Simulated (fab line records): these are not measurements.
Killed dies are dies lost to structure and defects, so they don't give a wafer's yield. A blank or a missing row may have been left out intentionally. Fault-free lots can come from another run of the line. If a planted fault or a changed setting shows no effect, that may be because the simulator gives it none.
Which tool was responsible? -- flow n5Finfet -- at 1 step of a route of 1938, 24 lots with 72 wafers sampled

## WHAT EACH GAUGE READ, for each wafer
N5_BEOL_M2_OVL_MEAS_29.
lot,measured,on,V1_OVL (nm)
L074,day 6 16:47,overlay-01,0.1 0.7 0.2
L075,day 6 20:21,overlay-01,-0.4 0.1 0.7
L076,day 7 04:09,overlay-01,-0.3 -0.4 -0.9
L077,day 7 14:37,overlay-02,-0.6 0.0 -0.2
L078,day 7 17:30,overlay-02,-0.4 -0.3 -1.7
L079,day 8 11:15,overlay-01,0.8 1.5 0.1
L080,day 8 15:10,overlay-02,0.7 -0.2 -1.0
L081,day 8 15:21,overlay-01,1.1 1.2 0.8
L082,day 9 08:09,overlay-02,-0.7 0.2 -0.5
L083,day 9 10:53,overlay-02,0.0 -0.2 -0.2
L084,day 9 16:43,overlay-02,0.0 -0.5 -0.5
L085,day 10 01:20,overlay-01,-0.5 -0.3 -0.7
L087,day 10 07:13,overlay-02,-0.1 0.6 -0.4
L086,day 10 11:07,overlay-01,1.1 0.6 0.4
L088,day 10 17:43,overlay-02,0.5 0.1 -0.1
L089,day 10 18:02,overlay-02,0.3 0.0 -0.1
L090,day 10 22:10,overlay-02,1.3 0.4 -0.1
L091,day 10 23:01,overlay-01,0.1 0.7 -0.4
L092,day 11 08:47,overlay-02,0.6 0.2 0.0
L093,day 11 09:02,overlay-02,0.5 0.5 -0.1
L094,day 11 19:04,overlay-01,0.7 -0.1 -0.4
L095,day 12 08:38,overlay-02,0.0 -0.1 -0.1
L096,day 12 16:53,overlay-01,0.8 0.7 0.2
L097,day 12 17:52,overlay-01,0.3 0.5 0.7

## EACH LOT AND THE TOOL THAT RAN IT (in order: tool; ch and the chambers of the sampled wafers; start)
The record shows no process step preceding these readings.

## AS READ BY THE TOOLS THEMSELVES (means over the sampled wafers that have a number; for cases with no such wafer, the mark the record gives instead)
The record holds no such reading with a usual standard deviation.

## THE ANSWER, worked out from the rows above alone
Rule: what is usual is taken from the lots themselves. The widest of any qualifying gaps counts: lots, ordered by their means at a reading, are off when they make up no more than a third of the lots, leave a main group of 4 or more, and stand apart from it by 3 or more times the standard deviation of that group's means. The tables above print the reading to a certain number of digits; a main group whose means all agree to those digits is not used. Also off: a lot with no number at a reading for which 4 or more lots have one. Where the step has rows for the other lots, those lots are counted as sound. First the gauges in route order, then the tools' own readings, where a lot's mean is used as printed above. At the first step where some lot is off, the reading lying furthest off is the one used; lots without a number count as furthest.
Across all readings shown, no lot is off: no conclusion can be drawn from this.

## WHAT THE SIMULATOR PUT IN
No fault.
